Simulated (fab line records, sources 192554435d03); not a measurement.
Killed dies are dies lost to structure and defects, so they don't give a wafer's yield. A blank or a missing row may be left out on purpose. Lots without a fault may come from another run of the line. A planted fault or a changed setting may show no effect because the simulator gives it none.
A struck lot beside a sound one | flow n5_finfet | 13 steps out of a route of 1938
Sound: wafers L212.1, L212.3, L212.5. Struck: wafers L207.2, L207.3, L207.6. The cause comes at the end.
At each step with rows: each side's tool, then ch and its chambers, then its first start. Under that, the readings that differ: sound wafers | struck wafers | difference of the means | sigmas: that difference in standard deviations of wafers without a fault.
alike: readings whose means differ by less than 2 such deviations, and words and numbers that are the same on both sides. not compared: withheld readings, readings that some wafer has no value for, bounds like >300 that may hide the same value, and numbers for which the record gives no deviation and whose values overlap.
The two part at a step that has a row with sigmas, a row that says differs or no value, or rows on one side only. Numbers that don't overlap but have no deviation are shown without sigmas and don't part them. A reading that every wafer of one side lacks parts them only if that side has two wafers or more.

N5_GATE_CUT_PECVD_57: deposits SiNx from SiH4/NH3/N2, target thk 21 nm.
  sound on pecvd-01 ch 1,2, day 8 13:22; struck on pecvd-01 ch 0,2, day 7 13:16
  alike: heater_power_w, showerhead_plenum_p_Torr, showerhead_vpp_V, throttle_valve_pct
N5_GATE_CUT_CMP_02: polishes, stops on SiO2, t overpolish 12.7 s, target thk 0 nm.
  sound on cmp-02 ch 0,2,3, day 8 13:26; struck on cmp-02 ch 0,3, day 7 13:20
  reading                | sound          | struck         | difference | sigmas
  time_to_endpoint_s (s) | 24.3 23.5 25.8 | 29.2 32.2 31.0 | +6.3       | +3
  alike: motor_current_A, overpolish_run_s
N5_GATE_CUT_HM_DEP_46: deposits SiO2 from TEOS/O2, target thk 130 nm, time 26.6 s.
  sound on pecvd-01 ch 0,1,2, day 8 13:46; struck on pecvd-02 ch 0,2, day 7 13:40
  alike: heater_power_w, showerhead_plenum_p_Torr, showerhead_vpp_V, throttle_valve_pct
then, 8 steps without rows for these wafers: N5_GATE_CUT_COAT_34 (time 60 s, resist thk 60 nm); N5_GATE_CUT_COAT_35 (time 60 s, resist thk 10 nm); N5_GATE_CUT_COAT_27 (time 60 s, resist thk 10 nm); N5_GATE_CUT_COAT_07 (resist thk 30 nm); N5_GATE_CUT_EBR_09; N5_GATE_CUT_SOFTBAKE_08 (time 60 s); N5_GATE_CUT_EXPOSE_10 (exposes mask GATE CUT, target cd 20 nm); N5_GATE_CUT_PEB_11 (peb time 60 s).
N5_GATE_CUT_DEVELOP_12: develop time 30 s.
  sound on litho_track-03 ch 0, day 8 14:10; struck on litho_track-03, day 7 13:57
  no value came back on the struck wafers for chill_plate_temp_C (C), develop_time_s (s); on the sound wafers chill_plate_temp_C (C) reads 23.01 23.06 23.23
  reading                                       | sound          | struck   | difference | sigmas
  model.CAR-EUV_of_GATE_CUT_COAT_07.thk_nm (nm) | 29.4 29.4 29.4 | 30 30 30 | +1         |
N5_GATE_CUT_CD_MEAS_13: target cd 20 nm.
  sound on cd_sem-03 ch 0, day 8 14:13; struck on cd_sem-01 ch 0, day 7 14:01
  reading    | sound             | struck | difference                    | sigmas
  cd_nm (nm) | 19.56 19.77 19.86 | - - -  | no value on the struck wafers |

WHERE THEY PART
First at N5_GATE_CUT_CMP_02; last, within this record, at N5_GATE_CUT_CD_MEAS_13.

WHY: what the simulator had put in
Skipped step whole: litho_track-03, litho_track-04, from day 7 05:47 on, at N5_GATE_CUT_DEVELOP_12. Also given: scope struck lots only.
